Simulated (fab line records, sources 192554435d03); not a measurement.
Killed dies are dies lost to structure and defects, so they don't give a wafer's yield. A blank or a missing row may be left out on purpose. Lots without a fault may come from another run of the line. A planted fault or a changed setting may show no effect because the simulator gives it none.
Chamber matching | flow n5_finfet | N5_BEOL_M7_ETCH_72 on rie_diel-02: 4 sister chambers
The step etches underlayer in N2/H2, target depth 6.5 nm, time 5.2 s. 4 wafers are shown with their chamber, then 11 later ones without.

WAFERS WITH THEIR CHAMBER
wafer  | chamber | throttle_valve_pct (%)
L078.2 | 3       | 18.2
L085.4 | 0       | 17.5
L085.6 | 1       | 17.7
L088.1 | 2       | 17.3

WAFERS WITHOUT THEIR CHAMBER
wafer  | throttle_valve_pct (%)
L088.5 | 17.3
L088.6 | 17.7
L091.1 | 17.8
L091.2 | 17.3
L091.6 | 17.8
L095.4 | 17.6
L095.5 | 17.3
L095.6 | 17.5
L096.4 | 17.3
L096.5 | 17.5
L096.6 | 17.4

WHICH CHAMBER EACH WENT THROUGH
wafer  | from the rows above     | in truth
L088.5 | 2                       | 2
L088.6 | 1                       | 1
L091.1 | 1                       | 1
L091.2 | 2                       | 2
L091.6 | 1                       | 1
L095.4 | can't be placed: 1 or 0 | 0
L095.5 | 2                       | 2
L095.6 | 0                       | 0
L096.4 | 2                       | 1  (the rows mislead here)
L096.5 | 0                       | 0
L096.6 | can't be placed: 2 or 0 | 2
Placed correctly: 8 of 11. Can't be placed from these rows: 2 (the true chamber is among the candidates in 2). Placed wrongly: 1.
How it was worked out, from the rows above alone: a wafer's distance from a chamber is the root of the sum, over the readings, of the square of ((its reading less the chamber's mean) divided by the reading's scatter). The wafer belongs to the nearest chamber; if the next one is less than 2 further off, it can't be placed. A chamber's mean is the mean of its shown wafers. The scatter: with one shown wafer a chamber, the root of the mean of the squares of how far each hidden wafer lies from its nearest shown one.
